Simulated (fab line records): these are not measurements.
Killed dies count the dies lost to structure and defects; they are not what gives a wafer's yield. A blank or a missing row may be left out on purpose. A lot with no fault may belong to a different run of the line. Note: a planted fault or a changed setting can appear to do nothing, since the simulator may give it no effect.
fab line records	flow n5_finfet	part 1 of 2: steps 1 to 19 of 33
[record] lots = 5	wafers = 15	last_day = 19
route steps=1938 shown SD_EPI_P@296
lots that met no fault: from a run of the same line without faults
start_h: hours from the record's first day to the start of the lot's first wafer shown	wait_h: how many hours have passed since the lot's step before this one	" identical to the entry in the row above	L1.1+2: one row covering several wafers at once	- no value, or no start given	* or withheld: withheld	< > ~ a bound
route shown NAME@n: NAME is a module with steps in the file, n the number in the route of the first one	usual: mean/standard deviation taken from wafers without a fault	same: alike in all rows	chamber/n: place in a boat	sites: the reading at each site	_std_site: their standard deviation	_edge_site: outer sites' mean less inner sites'	radius_mm: for every site, how far away it sits from the centre of the wafer	mask NAME#n: copy n	behind: the tool/chamber that last shaped the wafer	hold: the reason the lot was held/the length of the hold in hours/how it ended	device: which transistor (n, p or np) failed to switch	end of line: the tests these same wafers got at the end of their route	a step without rows: its recipe alone	killed: dies that structure and defects cost at the first sort, which is not the same as the wafer's yield	map: the dies of a wafer, with x for killed, . for not killed, _ for no die there
set.NAME: the setting the step ran with; set.NAME@STEP: the setting that earlier step ran with	model.NAME: the simulator's own value behind a step, which no gauge read
certain route steps with their lots: each step a table, each wafer a row
services: from which hour (start_h, from the record's first day; less than 0 if before it) a tool's chamber was out of use, for how many hours, and why
[[steps]]
[step N5_SD_EPI_P_COAT_35]
[recipe] resist = SiARC	temp_c = 220	time_s = 60	spin_rpm = 1500	resist_thk_nm = 35
lot.wafer	tool	chamber	start_h	wait_h
L074.2+3+4	litho_track-03	0	-	-
L079.1+2+3	litho_track-03	0	-	-
L081.1+3+4	litho_track-02	0	-	-
L082.1+2+3	litho_track-04	0	-	-
L086.1+2+6	litho_track-03	0	-	-
[step N5_SD_EPI_P_COAT_03]
[recipe] resist = CAR-ArF-block	spin_rpm = 1500	resist_thk_nm = 150
lot.wafer	tool	chamber	start_h	wait_h
L074.2+3+4	litho_track-03	0	-	-
L079.1+2+3	litho_track-03	0	-	-
L081.1+3+4	litho_track-02	0	-	-
L082.1+2+3	litho_track-04	0	-	-
L086.1+2+6	litho_track-03	0	-	-
[step N5_SD_EPI_P_EBR_05]
[recipe] solvent = PGMEA	ebr_width_mm = 1.5
lot.wafer	tool	chamber	start_h	wait_h
L074.2+3+4	litho_track-03	0	-	-
L079.1+2+3	litho_track-03	0	-	-
L081.1+3+4	litho_track-02	0	-	-
L082.1+2+3	litho_track-04	0	-	-
L086.1+2+6	litho_track-03	0	-	-
[step N5_SD_EPI_P_SOFTBAKE_04]
[recipe] temp_c = 110	time_s = 60	resist = CAR-ArF-block
lot.wafer	tool	chamber	start_h	wait_h
L074.2+3+4	litho_track-03	0	-	-
L079.1+2+3	litho_track-03	0	-	-
L081.1+3+4	litho_track-02	0	-	-
L082.1+2+3	litho_track-04	0	-	-
L086.1+2+6	litho_track-03	0	-	-
[step N5_SD_EPI_P_EXPOSE_06]
[recipe] mask_id = SD_P_BLK	na = 1.35	source_shape = conventional	sigma_outer = 0.8	polarization = unpolarized	target_cd_nm = 240	dose_mj = 39.5
[usual] exposure_dose_mJ_cm2 = 39.47/0.048
[same] sigma_outer = 0.8
lot.wafer	tool	chamber	start_h	wait_h	mask	exposure_dose_mJ_cm2
L074.2	arfi_scanner-02	0	52.41	-	SD_P_BLK#0	39.43
L074.3	"	0	"	"	SD_P_BLK#0	39.52
L074.4	"	0	"	"	SD_P_BLK#0	39.50
L079.1	arfi_scanner-01	0	82.83	-	SD_P_BLK#0	39.49
L079.2	"	0	"	"	SD_P_BLK#0	39.49
L079.3	"	0	"	"	SD_P_BLK#0	39.50
L081.1	arfi_scanner-02	0	94.93	-	SD_P_BLK#0	39.47
L081.3	"	0	"	"	SD_P_BLK#0	39.44
L081.4	"	0	"	"	SD_P_BLK#0	39.40
L082.1	arfi_scanner-01	0	104.27	-	SD_P_BLK#0	39.46
L082.2	"	0	"	"	SD_P_BLK#0	39.49
L082.3	"	0	"	"	SD_P_BLK#0	39.47
L086.1	arfi_scanner-03	0	135.41	-	SD_P_BLK#0	39.49
L086.2	"	0	"	"	SD_P_BLK#0	39.46
L086.6	"	0	"	"	SD_P_BLK#0	39.46
[step N5_SD_EPI_P_PEB_07]
[recipe] peb_temp_c = 110	peb_time_s = 60	resist = CAR-ArF-block
lot.wafer	tool	chamber	start_h	wait_h
L074.2+3+4	litho_track-02	0	52.46	0.0
L079.1+2+3	litho_track-04	0	82.88	0.1
L081.1+3+4	litho_track-02	0	94.99	0.1
L082.1+2+3	litho_track-02	0	104.33	0.1
L086.1+2+6	litho_track-03	0	135.47	0.1
[step N5_SD_EPI_P_DEVELOP_08]
[recipe] develop_time_s = 30	developer = TMAH	resist = CAR-ArF-block	dev_temp_c = 23	rinse_liquid = diw	dry = air_spin
lot.wafer	tool	chamber	start_h	wait_h
L074.2+3+4	litho_track-02	0	-	-
L079.1+2+3	litho_track-04	0	-	-
L081.1+3+4	litho_track-02	0	-	-
L082.1+2+3	litho_track-02	0	-	-
L086.1+2+6	litho_track-03	0	-	-
[step N5_SD_EPI_P_CD_MEAS_09]
[recipe] target_cd_nm = 240	landing_energy_ev = 500	detector = se_inlens
[usual] cd_nm = 240.3/0.87
lot.wafer	tool	chamber	start_h	wait_h	cd_nm
L074.2	cd_sem-02	0	52.52	-	241.1
L074.3	"	0	"	"	240.7
L074.4	"	0	"	"	239.9
L079.1	cd_sem-02	0	82.95	-	240.1
L079.2	"	0	"	"	239.0
L079.3	"	0	"	"	239.4
L081.1	cd_sem-01	0	95.06	-	241.2
L081.3	"	0	"	"	241.3
L081.4	"	0	"	"	241.4
L082.1	cd_sem-02	0	104.40	-	241.0
L082.2	"	0	"	"	240.3
L082.3	"	0	"	"	239.8
L086.1	cd_sem-02	0	135.54	-	241.1
L086.2	"	0	"	"	240.2
L086.6	"	0	"	"	240.2
[step N5_SD_EPI_P_OVL_MEAS_10]
[recipe] points_per_wafer = 44
[usual] SD_P_BLK_OVL = 0.7/0.65
[same] points_per_wafer = 44
lot.wafer	tool	chamber	start_h	wait_h	SD_P_BLK_OVL[nm]
L074.2	overlay-01	0	52.55	0.0	0.3
L074.3	"	0	"	"	0.2
L074.4	"	0	"	"	0.6
L079.1	overlay-01	0	82.98	0.0	-0.4
L079.2	"	0	"	"	0.7
L079.3	"	0	"	"	0.2
L081.1	overlay-01	0	95.09	0.0	1.7
L081.3	"	0	"	"	1.5
L081.4	"	0	"	"	0.9
L082.1	overlay-02	0	104.43	0.0	0.7
L082.2	"	0	"	"	-0.2
L082.3	"	0	"	"	0.8
L086.1	overlay-01	0	135.57	0.0	-1.0
L086.2	"	0	"	"	0.1
L086.6	"	0	"	"	0.0
[step N5_SD_EPI_P_INSPECT_11]
[recipe] mode = adi	inspect_instrument = macro
[usual] raw_defect_count = 2.1/1.5
lot.wafer	tool	chamber	start_h	wait_h	raw_defect_count
L074.2	defect_inspect-01	-	52.58	0.0	3
L074.3	"	-	"	"	4
L074.4	"	-	"	"	1
L079.1	defect_inspect-01	-	83.00	0.0	1
L079.2	"	-	"	"	1
L079.3	"	-	"	"	1
L081.1	defect_inspect-02	-	95.11	0.0	4
L081.3	"	-	"	"	1
L081.4	"	-	"	"	1
L082.1	defect_inspect-02	-	104.45	0.0	4
L082.2	"	-	"	"	0
L082.3	"	-	"	"	5
L086.1	defect_inspect-01	-	135.59	0.0	4
L086.2	"	-	"	"	6
L086.6	"	-	"	"	3
[step N5_SD_EPI_P_DESCUM_14]
[recipe] chemistry = O2	time_s = 7.9	source_power_w = 50	bias_power_w = 20	pressure_mtorr = 20	rf_frequency_hz = 2.712e+07	temp_c = 40	resist = CAR-ArF-block	o2_flow_sccm = 225
[usual] chamber_pressure_mTorr = 19.999/0.018	drypump_motor_current_A = 5.9/0.35	oes_product_au = 0.78/0.079	rf_vpp_V = 243.1/1.5	showerhead_plenum_p_Torr = 2.10/0.08	throttle_valve_pct = 20.47/0.27
lot.wafer	tool	chamber	start_h	wait_h	chamber_pressure_mTorr	drypump_motor_current_A	oes_product_au	rf_hours_counter_h	rf_vpp_V	showerhead_plenum_p_Torr	throttle_valve_pct
L074.2	rie_diel-04	1	52.73	0.2	20.009	6.3	0.72	208	245.0	2.18	21.02
L074.3	"	0	"	"	19.979	5.7	0.79	109	243.4	2.12	20.35
L074.4	"	2	"	"	19.973	5.9	0.69	-	244.6	2.08	20.77
L079.1	rie_diel-01	3	83.04	0.0	19.977	6.3	0.82	122	244.1	2.20	20.61
L079.2	"	0	"	"	19.989	6.1	0.83	68	241.2	1.96	20.61
L079.3	"	2	"	"	19.973	6.1	0.70	225	244.1	2.14	20.24
L081.1	rie_diel-01	3	95.43	0.3	19.997	6.3	0.82	126	244.8	2.20	20.62
L081.3	"	1	"	"	19.991	6.1	0.82	84	241.6	2.03	20.38
L081.4	"	0	"	"	19.988	6.1	0.83	72	240.7	1.96	20.59
L082.1	rie_diel-06	3	104.49	0.0	20.005	6.3	0.82	97	240.7	1.95	20.17
L082.2	"	0	"	"	20.009	5.9	0.68	247	242.0	2.06	20.12
L082.3	"	2	"	"	19.987	5.2	0.68	224	243.7	2.16	20.43
L086.1	rie_diel-01	2	136.10	0.5	19.961	6.0	0.69	239	243.3	2.13	20.26
L086.2	"	3	"	"	20.008	6.3	0.80	138	244.5	2.19	20.63
L086.6	"	3	"	"	19.975	6.3	0.80	-	245.9	2.19	20.65
[step N5_SD_EPI_P_ETCH_36]
[recipe] chemistry = CF4	target = SiARC	target_depth_a = 455	mask_material = CAR-ArF-block	time_s = 75.8	ion_energy_ev = 80	pressure_mtorr = 40	source_w = 545	bias_w = 36	Ar_flow_sccm = 100	cf4_flow_sccm = 100	ends = cleared
[usual] chamber_pressure_mTorr = 40.00/0.04	drypump_motor_current_A = 5.9/0.35	etch_rf_on_time_s = 75.3/1.7	mfc_ar_sccm = 100.08/0.3	oes_product_au = 0.67/0.07	rf_vpp_V = 184.1/1.2	showerhead_plenum_p_Torr = 2.14/0.08	throttle_valve_pct = 15.61/0.21
lot.wafer	tool	chamber	start_h	wait_h	chamber_pressure_mTorr	drypump_motor_current_A	etch_rf_on_time_s	mfc_ar_sccm	oes_product_au	rf_hours_counter_h	rf_vpp_V	showerhead_plenum_p_Torr	throttle_valve_pct
L074.2	rie_diel-04	1	52.76	0.0	40.03	6.3	76.9	100.18	0.62	208	185.1	2.20	16.04
L074.3	"	0	"	"	40.06	5.7	75.6	100.09	0.66	109	183.6	2.15	15.46
L074.4	"	2	"	"	40.00	5.9	75.5	100.07	0.60	-	183.1	2.11	15.92
L079.1	rie_diel-01	3	83.07	0.0	40.00	6.3	75.7	100.14	0.68	122	185.1	2.24	15.67
L079.2	"	0	"	"	39.98	6.0	74.3	100.42	0.72	68	182.6	1.99	15.64
L079.3	"	2	"	"	40.03	6.1	74.3	100.35	0.61	225	185.3	2.20	15.61
L081.1	rie_diel-01	3	95.47	0.0	40.03	6.4	75.9	100.46	0.68	126	184.5	2.24	15.68
L081.3	"	1	"	"	39.98	6.1	75.4	100.12	0.70	84	182.4	2.08	15.46
L081.4	"	0	"	"	39.96	6.1	73.4	100.22	0.73	72	182.6	1.99	15.64
L082.1	rie_diel-06	3	104.52	0.0	39.97	6.3	76.6	100.20	0.68	97	182.8	2.01	15.39
L082.2	"	0	"	"	40.02	5.9	78.5	99.66	0.58	247	182.5	2.11	15.50
L082.3	"	2	"	"	40.00	5.2	77.0	100.30	0.57	224	184.3	2.21	15.64
L086.1	rie_diel-01	2	136.14	0.0	40.00	6.1	75.1	100.36	0.60	239	183.4	2.20	15.65
L086.2	"	3	"	"	39.98	6.3	76.3	100.18	0.68	138	184.7	2.23	15.70
L086.6	"	3	"	"	40.03	6.3	75.7	100.18	0.67	-	185.0	2.23	15.71
[step N5_SD_EPI_P_ETCH_37]
[recipe] chemistry = N2/H2	target = SOC	overetch_a = 1080	mask_material = SiARC	temp_c = 40	ion_energy_ev = 100	source_w = 3000	bias_w = 133	pressure_mtorr = 20	time_s = 486	n2_flow_sccm = 200	h2_flow_sccm = 200	ends = end_point
[usual] chamber_pressure_mTorr = 20.000/0.019	drypump_motor_current_A = 6.0/0.35	oes_product_au = 0.70/0.068	rf_vpp_V = 240.8/1.5	showerhead_plenum_p_Torr = 2.54/0.099	throttle_valve_pct = 23.9/0.38
lot.wafer	tool	chamber	start_h	wait_h	chamber_pressure_mTorr	drypump_motor_current_A	oes_product_au	rf_hours_counter_h	rf_vpp_V	showerhead_plenum_p_Torr	throttle_valve_pct
L074.2	rie_diel-04	1	52.82	0.0	19.959	6.3	0.66	208	242.8	2.61	24.4
L074.3	"	0	"	"	19.978	5.7	0.70	110	240.8	2.55	23.5
L074.4	"	2	"	"	19.976	5.9	0.63	-	242.1	2.50	23.8
L079.1	rie_diel-01	3	83.13	0.0	19.975	6.4	0.72	122	242.0	2.67	24.4
L079.2	"	0	"	"	20.010	6.1	0.74	68	239.2	2.37	24.1
L079.3	"	2	"	"	20.027	6.1	0.63	225	240.9	2.63	24.1
L081.1	rie_diel-01	3	95.53	0.0	19.974	6.3	0.72	126	241.8	2.67	24.4
L081.3	"	1	"	"	20.010	6.1	0.73	84	238.7	2.47	23.9
L081.4	"	0	"	"	19.998	6.1	0.74	72	237.7	2.37	24.1
L082.1	rie_diel-06	3	104.58	0.0	20.019	6.3	0.72	97	238.7	2.34	23.3
L082.2	"	0	"	"	20.023	5.9	0.63	247	240.6	2.49	23.4
L082.3	"	2	"	"	19.995	5.2	0.61	224	242.2	2.62	23.7
L086.1	rie_diel-01	2	136.19	0.0	20.020	6.1	0.62	240	242.2	2.62	24.1
L086.2	"	3	"	"	20.002	6.3	0.71	138	242.6	2.66	24.4
L086.6	"	3	"	"	20.015	6.4	0.71	-	241.7	2.66	24.4
[step N5_SD_EPI_P_STRIP_38]
[recipe] chemistry = N2/H2	temp_c = 40	n2_flow_sccm = 200	h2_flow_sccm = 200	rf_frequency_hz = 6e+07
lot.wafer	tool	chamber	start_h	wait_h
L074.2+3+4	rie_diel-04	1,0,2	53.13	0.2
L079.1+2+3	rie_diel-01	3,0,2	83.44	0.2
L081.1+3+4	rie_diel-01	3,1,0	95.84	0.2
L082.1+2+3	rie_diel-06	3,0,2	104.89	0.2
L086.1+2+6	rie_diel-01	2,3,3	136.51	0.2
[step N5_SD_EPI_P_ETCHBACK_46]
[recipe] chemistry = CH3F/O2	mode = anisotropic_etchback	target = SiNx	target_depth_a = 175	stop_on = SiO2	over_etch_frac = 0.3	ion_energy_ev = 120	pressure_mtorr = 30	source_w = 395	bias_w = 73	Ar_flow_sccm = 150	CH3F_flow_sccm = 30	O2_flow_sccm = 20
[usual] chamber_pressure_mTorr = 29.997/0.028	drypump_motor_current_A = 5.9/0.35	mfc_ar_sccm = 150.0/0.44	oes_product_au = 0.66/0.065	rf_vpp_V = 294/4.6	showerhead_plenum_p_Torr = 2.00/0.079	throttle_valve_pct = 16.35/0.2
lot.wafer	tool	chamber	start_h	wait_h	chamber_pressure_mTorr	drypump_motor_current_A	mfc_ar_sccm	oes_product_au	rf_hours_counter_h	rf_vpp_V	showerhead_plenum_p_Torr	throttle_valve_pct
L074.2	rie_diel-04	1	53.14	0.0	29.978	6.4	150.5	0.62	208	291	2.05	16.71
L074.3	"	0	"	"	29.974	5.7	150.5	0.65	110	289	2.02	16.28
L074.4	"	2	"	"	30.040	5.9	149.3	0.59	-	289	1.96	16.57
L079.1	rie_diel-01	3	83.45	0.0	29.979	6.3	149.8	0.69	122	292	2.11	16.48
L079.2	"	0	"	"	30.021	6.0	149.7	0.71	68	301	1.85	16.37
L079.3	"	2	"	"	29.998	6.1	150.5	0.61	225	293	2.06	16.35
L081.1	rie_diel-01	3	95.85	0.0	30.042	6.3	149.8	0.69	126	292	2.10	16.50
L081.3	"	1	"	"	29.981	6.1	150.0	0.69	85	289	1.94	16.23
L081.4	"	0	"	"	30.055	6.1	150.0	0.70	72	302	1.85	16.38
L082.1	rie_diel-06	3	104.90	0.0	29.985	6.3	150.0	0.69	97	293	1.87	16.13
L082.2	"	0	"	"	30.027	5.9	149.1	0.60	247	293	1.98	16.21
L082.3	"	2	"	"	30.016	5.2	149.0	0.58	224	299	2.06	16.35
L086.1	rie_diel-01	2	136.52	0.0	29.973	6.1	149.4	0.60	240	293	2.06	16.38
L086.2	"	3	"	"	30.019	6.3	150.2	0.68	138	291	2.10	16.53
L086.6	"	3	"	"	29.970	6.3	150.5	0.68	-	293	2.10	16.53
[step N5_SD_EPI_P_ETCH_47]
[recipe] chemistry = CH3F/O2	target = SiOCN	target_depth_a = 250	mask_material = SOC	ion_energy_ev = 60	bias_w = 29	pressure_mtorr = 30	source_w = 410	Ar_flow_sccm = 150	CH3F_flow_sccm = 30	O2_flow_sccm = 20
[usual] chamber_pressure_mTorr = 30.003/0.024	drypump_motor_current_A = 5.9/0.35	mfc_ar_sccm = 149.9/0.43	oes_product_au = 0.78/0.082	rf_vpp_V = 125.9/2.1	showerhead_plenum_p_Torr = 2.00/0.079	throttle_valve_pct = 16.33/0.2
lot.wafer	tool	chamber	start_h	wait_h	chamber_pressure_mTorr	drypump_motor_current_A	mfc_ar_sccm	oes_product_au	rf_hours_counter_h	rf_vpp_V	showerhead_plenum_p_Torr	throttle_valve_pct
L074.2	rie_diel-04	1	53.24	0.1	30.010	6.3	150.4	0.71	209	125.9	2.05	16.67
L074.3	"	0	"	"	29.975	5.7	148.7	0.77	110	124.2	2.02	16.25
L074.4	"	2	"	"	29.961	5.9	149.9	0.69	-	122.3	1.96	16.56
L079.1	rie_diel-01	3	83.55	0.1	30.000	6.3	150.3	0.81	122	125.3	2.11	16.47
L079.2	"	0	"	"	30.066	6.1	150.2	0.85	68	126.9	1.85	16.36
L079.3	"	2	"	"	30.036	6.0	149.8	0.70	225	125.9	2.06	16.33
L081.1	rie_diel-01	3	95.95	0.1	30.035	6.3	150.7	0.80	126	126.6	2.11	16.48
L081.3	"	1	"	"	29.988	6.1	150.3	0.80	85	122.9	1.94	16.19
L081.4	"	0	"	"	30.034	6.0	149.6	0.85	72	129.8	1.85	16.36
L082.1	rie_diel-06	3	105.00	0.1	30.060	6.3	149.4	0.79	97	124.7	1.87	16.08
L082.2	"	0	"	"	29.998	5.9	149.8	0.68	247	124.6	1.98	16.20
L082.3	"	2	"	"	29.998	5.2	148.9	0.67	224	127.7	2.06	16.33
L086.1	rie_diel-01	2	136.62	0.1	29.992	6.0	149.8	0.69	240	125.0	2.06	16.37
L086.2	"	3	"	"	30.009	6.3	150.5	0.80	138	126.2	2.10	16.50
L086.6	"	3	"	"	30.035	6.3	151.1	0.79	-	125.0	2.10	16.50
[step N5_SD_EPI_P_ETCH_16]
[recipe] chemistry = CHF3/O2	target = SiO2	target_depth_a = 50	mask_material = SOC	pressure_mtorr = 30	source_w = 650	bias_w = 170	Ar_flow_sccm = 200	CHF3_flow_sccm = 50	O2_flow_sccm = 5	ion_energy_ev = 200
[usual] CHF3_flow_sccm = 49.98/0.16	chamber_pressure_mTorr = 30.002/0.028	drypump_motor_current_A = 5.9/0.35	mfc_ar_sccm = 200.0/0.58	oes_product_au = 0.78/0.081	rf_vpp_V = 517/7.9	showerhead_plenum_p_Torr = 2.41/0.091	throttle_valve_pct = 18.89/0.19
lot.wafer	tool	chamber	start_h	wait_h	CHF3_flow_sccm	chamber_pressure_mTorr	drypump_motor_current_A	mfc_ar_sccm	oes_product_au	rf_hours_counter_h	rf_vpp_V	showerhead_plenum_p_Torr	throttle_valve_pct
L074.2	rie_diel-04	1	53.34	0.1	49.79	29.991	6.3	200.1	0.72	209	514	2.46	19.22
L074.3	"	0	"	"	49.78	30.037	5.7	200.0	0.77	110	512	2.44	18.82
L074.4	"	2	"	"	50.06	29.999	5.9	200.0	0.69	-	509	2.36	19.11
L079.1	rie_diel-01	3	83.65	0.1	49.85	30.007	6.3	199.4	0.81	122	516	2.53	19.05
L079.2	"	0	"	"	50.43	30.022	6.0	198.9	0.85	68	530	2.24	18.94
L079.3	"	2	"	"	49.84	29.998	6.0	199.9	0.71	225	514	2.48	18.83
L081.1	rie_diel-01	3	96.05	0.1	50.27	29.989	6.3	199.8	0.80	126	516	2.53	19.06
L081.3	"	1	"	"	49.95	30.004	6.1	200.9	0.81	85	508	2.34	18.77
L081.4	"	0	"	"	49.95	29.995	6.1	199.5	0.84	72	532	2.24	18.95
L082.1	rie_diel-06	3	105.10	0.1	50.27	30.019	6.3	200.4	0.80	97	515	2.25	18.65
L082.2	"	0	"	"	50.00	30.005	5.9	200.0	0.69	247	514	2.38	18.71
L082.3	"	2	"	"	50.04	29.994	5.2	200.5	0.68	224	525	2.48	18.83
L086.1	rie_diel-01	2	136.72	0.1	50.12	29.992	6.1	200.2	0.70	240	515	2.47	18.85
L086.2	"	3	"	"	49.96	29.977	6.3	201.2	0.79	138	515	2.52	19.07
L086.6	"	3	"	"	49.93	29.960	6.3	200.0	0.79	-	516	2.52	19.07
[step N5_SD_EPI_P_STRIP_50]
[recipe] chemistry = CHF3/O2	resist = SiARC	rf_frequency_hz = 6e+07
lot.wafer	tool	chamber	start_h	wait_h
L074.2+3+4	rie_diel-04	1,0,2	53.38	0.0
L079.1+2+3	rie_diel-01	3,0,2	83.69	0.0
L081.1+3+4	rie_diel-01	3,1,0	96.09	0.0
L082.1+2+3	rie_diel-06	3,0,2	105.14	0.0
L086.1+2+6	rie_diel-01	2,3,3	136.76	0.0
[step N5_SD_EPI_P_SD_RECESS_17]
[recipe] chemistry = HBr/Cl2/O2	target_depth_a = 391	bt_time_s = 3	pressure_mtorr = 10	icp_w = 800	bias_w = 112	HBr_flow_sccm = 150	Cl2_flow_sccm = 80	O2_flow_sccm = 12
[usual] chamber_pressure_mTorr = 9.999/0.0089	drypump_motor_current_A = 5.9/0.39	oes_product_au = 1.002/0.016	throttle_valve_pct = 37.14/0.28
lot.wafer	tool	chamber	start_h	wait_h	chamber_pressure_mTorr	drypump_motor_current_A	oes_product_au	rf_hours_counter_h	throttle_valve_pct
L074.2	rie_si-03	2	53.42	0.0	10.013	6.2	1.003	28	37.14
L074.3	"	0	"	"	9.992	5.8	0.996	95	36.68
L074.4	"	1	"	"	10.013	6.0	0.988	90	37.50
L079.1	rie_si-03	2	83.73	0.0	10.005	6.2	1.011	28	37.15
L079.2	"	3	"	"	9.995	6.1	1.008	59	37.68
L079.3	"	0	"	"	10.000	5.7	0.998	95	36.71
L081.1	rie_si-03	3	96.12	0.0	10.009	6.1	1.001	60	37.71
L081.3	"	1	"	"	9.998	6.0	0.990	91	37.49
L081.4	"	0	"	"	10.005	5.8	0.993	95	36.70
L082.1	rie_si-03	0	105.17	0.0	9.999	5.7	0.995	96	36.71
L082.2	"	1	"	"	10.012	6.0	0.985	91	37.52
L082.3	"	2	"	"	10.002	6.2	1.001	29	37.16
L086.1	rie_si-03	1	136.79	0.0	10.006	6.1	0.990	92	37.51
L086.2	"	3	"	"	10.002	6.1	1.007	60	37.71
L086.6	"	2	"	"	10.004	6.2	1.001	-	37.16
